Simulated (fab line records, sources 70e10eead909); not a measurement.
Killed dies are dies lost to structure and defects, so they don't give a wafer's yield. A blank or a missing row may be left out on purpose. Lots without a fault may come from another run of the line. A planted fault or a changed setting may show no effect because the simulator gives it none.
Chamber matching | flow nand_harc | NHARC_A_STAIRCASE_TRIM_20 on rie_diel-06: 3 sister chambers
The step chemistry O2, time 211.2 s. 14 wafers are shown with their chamber, then 5 later ones without.

WAFERS WITH THEIR CHAMBER
wafer  | chamber | drypump_motor_current_A (A) | oes_product_au (a.u.) | showerhead_plenum_p_Torr (Torr)
L076.1 | 0       | 5.3                         | 1.000                 | 3.41
L076.2 | 2       | 6.3                         | 0.984                 | 3.55
L076.4 | 1       | 5.6                         | 0.999                 | 3.28
L079.1 | 2       | 6.3                         | 0.990                 | 3.55
L079.2 | 0       | 5.3                         | 1.000                 | 3.40
L079.3 | 1       | 5.6                         | 0.996                 | 3.28
L081.3 | 1       | 5.6                         | 0.995                 | 3.28
L081.5 | 1       | 5.5                         | 1.007                 | 3.28
L081.6 | 2       | 6.3                         | 0.990                 | 3.54
L084.3 | 0       | 5.3                         | 1.001                 | 3.39
L084.5 | 1       | 5.6                         | 1.001                 | 3.27
L084.6 | 2       | 6.3                         | 0.990                 | 3.54
L089.1 | 0       | 5.3                         | 1.002                 | 3.38
L089.4 | 1       | 5.6                         | 1.003                 | 3.81

SIGNATURES (means of the wafers above)
reading                  | chamber 0 | chamber 1 | chamber 2 | scatter within a chamber
drypump_motor_current_A  | 5.300     | 5.583     | 6.300     | 0.0275
oes_product_au           | 1.00075   | 1.00017   | 0.98850   | 0.00345
showerhead_plenum_p_Torr | 3.3950    | 3.3667    | 3.5450    | 0.147
Rule: a wafer's distance from a chamber is the root of the sum, over the readings, of the square of ((its reading less the chamber's mean) divided by the reading's scatter). The wafer belongs to the nearest chamber; if the next one is less than 2 further off, it can't be placed. The scatter: the root of (the sum of the squares of (reading less its chamber's mean) over the shown wafers, divided by (wafers less chambers)).

WAFERS WITHOUT THEIR CHAMBER
wafer  | drypump_motor_current_A (A) | oes_product_au (a.u.) | showerhead_plenum_p_Torr (Torr)
L092.1 | 5.6                         | 1.002                 | 3.80
L092.2 | 6.3                         | 0.992                 | 3.53
L092.5 | 5.3                         | 1.007                 | 3.38
L097.2 | 5.3                         | 1.011                 | 3.37
L097.6 | 6.2                         | 0.989                 | 3.52

WHICH CHAMBER EACH WENT THROUGH
wafer  | from the rows above | in truth
L092.1 | 1                   | 1
L092.2 | 2                   | 2
L092.5 | 0                   | 0
L097.2 | 0                   | 0
L097.6 | 2                   | 2
Placed correctly: 5 of 5. Can't be placed from these rows: 0. Placed wrongly: 0.
